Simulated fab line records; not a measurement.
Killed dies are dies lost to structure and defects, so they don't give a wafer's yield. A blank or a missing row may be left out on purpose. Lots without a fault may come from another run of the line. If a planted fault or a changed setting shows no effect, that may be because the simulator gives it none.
Lot-split experiment / flow n5 finfet / on a route of 1938 steps: 7 lots, 21 wafers read

THE SPLIT ITSELF
At N5_WELL_APT_EXPOSE_22 (exposes mask PWELL, defocus 0 nm, target cd 200 nm), the setting dose mj was moved away from the recipe's 23.2 on 2 of the 21 wafers read, by -6.4% to +4.1%. This setting was run at the recipe's value on the other wafers.

FROM THE SPLIT TO THE READING: what the file shows between them, 3 steps
- N5_WELL_APT_PEB_23: peb time 90 s (also split here: peb time s)
- N5_WELL_APT_DEVELOP_24: develop time 45 s
- N5_WELL_APT_HARDBAKE_29: time 120 s

THE READING
cd nm, in nm, at N5_WELL_APT_CD_MEAS_25 (target cd 200 nm). On this fab line, fault-free wafers typically give 200.6 nm with a standard deviation of 1.3 nm.

wafer=L074.2; tool, chamber at the split=krf scanner-02, 0; dose mj as run=23.2; against the recipe=recipe; cd nm, nm=200.7; against lot-mates on the recipe=-
wafer=L074.4; tool, chamber at the split=krf scanner-02, 0; dose mj as run=23.2; against the recipe=recipe; cd nm, nm=198.2; against lot-mates on the recipe=-
wafer=L074.5; tool, chamber at the split=krf scanner-02, 0; dose mj as run=23.2; against the recipe=recipe; cd nm, nm=200.3; against lot-mates on the recipe=-
wafer=L075.1; tool, chamber at the split=krf scanner-02, 0; dose mj as run=23.2; against the recipe=recipe; cd nm, nm=199.8; against lot-mates on the recipe=-
wafer=L075.2; tool, chamber at the split=krf scanner-02, 0; dose mj as run=23.2; against the recipe=recipe; cd nm, nm=199.8; against lot-mates on the recipe=-
wafer=L075.5; tool, chamber at the split=krf scanner-02, 0; dose mj as run=23.2; against the recipe=recipe; cd nm, nm=199.2; against lot-mates on the recipe=-
wafer=L079.1; tool, chamber at the split=krf scanner-01, 0; dose mj as run=21.71; against the recipe=-6.4%; cd nm, nm=177.3; against lot-mates on the recipe=-24.5
wafer=L079.2; tool, chamber at the split=krf scanner-01, 0; dose mj as run=23.2; against the recipe=recipe; cd nm, nm=202.7; against lot-mates on the recipe=-
wafer=L079.4; tool, chamber at the split=krf scanner-01, 0; dose mj as run=23.2; against the recipe=recipe; cd nm, nm=200.9; against lot-mates on the recipe=-
wafer=L088.1; tool, chamber at the split=krf scanner-02, 0; dose mj as run=23.2; against the recipe=recipe; cd nm, nm=208.9; against lot-mates on the recipe=-
wafer=L088.2; tool, chamber at the split=krf scanner-02, 0; dose mj as run=23.2; against the recipe=recipe; cd nm, nm=201.7; against lot-mates on the recipe=-
wafer=L088.6; tool, chamber at the split=krf scanner-02, 0; dose mj as run=23.2; against the recipe=recipe; cd nm, nm=208.1; against lot-mates on the recipe=-
wafer=L091.1; tool, chamber at the split=krf scanner-01, 0; dose mj as run=23.2; against the recipe=recipe; cd nm, nm=200.8; against lot-mates on the recipe=-
wafer=L091.5; tool, chamber at the split=krf scanner-01, 0; dose mj as run=23.2; against the recipe=recipe; cd nm, nm=194.8; against lot-mates on the recipe=-
wafer=L091.6; tool, chamber at the split=krf scanner-01, 0; dose mj as run=23.2; against the recipe=recipe; cd nm, nm=200.7; against lot-mates on the recipe=-
wafer=L093.2; tool, chamber at the split=krf scanner-02, 0; dose mj as run=23.2; against the recipe=recipe; cd nm, nm=193.4; against lot-mates on the recipe=-
wafer=L093.3; tool, chamber at the split=krf scanner-02, 0; dose mj as run=23.2; against the recipe=recipe; cd nm, nm=202.3; against lot-mates on the recipe=-
wafer=L093.5; tool, chamber at the split=krf scanner-02, 0; dose mj as run=23.2; against the recipe=recipe; cd nm, nm=202.9; against lot-mates on the recipe=-
wafer=L094.1; tool, chamber at the split=krf scanner-01, 0; dose mj as run=24.14; against the recipe=+4.1%; cd nm, nm=210.9; against lot-mates on the recipe=+9.7
wafer=L094.2; tool, chamber at the split=krf scanner-01, 0; dose mj as run=23.2; against the recipe=recipe; cd nm, nm=201.6; against lot-mates on the recipe=-
wafer=L094.5; tool, chamber at the split=krf scanner-01, 0; dose mj as run=23.2; against the recipe=recipe; cd nm, nm=200.9; against lot-mates on the recipe=-

FIT RESULTS
A straight line over all 21 wafers: cd nm changes by +3.32 nm for each +1% of dose mj; r = +0.85; the points scatter about the line by 3.6 nm.
The same after taking each lot's own level away (the mean of its wafers on the recipe; 21 wafers): +3.39 nm for each +1%; r = +0.91; scatter 2.7 nm.
That fit puts the effect of the largest move of dose mj on the reading at 22 nm.
Measured against the standard deviation above, the lots' own levels, which go from 198.77 to 206.23 nm, span 5.7 times it.
The two slopes agree, so the slope changes little with the lot-to-lot level.
Check: for one of the wafers moved furthest among these (-6.4%), held out of the fit, the line's prediction against its lot-mates is -15.3 nm. It came out at -24.5 nm against them.

FURTHER SPLITS ON THESE WAFERS
These wafers also went through other splits before the reading. Each is held against what the fit with the lots' levels taken away leaves over:
other split on the same wafers=N5_ZERO_LAYER_COAT_05 spin rpm; wafers away from the commonest value=5; r with cd nm (lot level and that fit taken away)=-0.44
other split on the same wafers=N5_ZERO_LAYER_DEVELOP_10 develop time s; wafers away from the commonest value=6; r with cd nm (lot level and that fit taken away)=+0.05
other split on the same wafers=N5_WELL_APT_PEB_23 peb time s; wafers away from the commonest value=5; r with cd nm (lot level and that fit taken away)=+0.61

THE WHOLE CHAIN: every reading that the file lists as answering this split, in the file's order
step=N5_WELL_APT_CD_MEAS_25; what it does=target cd 200 nm; reading=cd nm; change (the file's fit)=+3.41 nm for each +1% of the setting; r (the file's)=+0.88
step=N5_WELL_APT_DESCUM_30; what it does=chemistry O2, time 7.9 s; reading=WELL_APT.cd nm (the simulator's own value, which no gauge read); change (the file's fit)=+3.31 nm for each +1% of the setting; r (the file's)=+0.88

THE FILE'S OWN FIT
cd nm changes by +3.41 nm for each +1% of dose mj, r = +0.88.
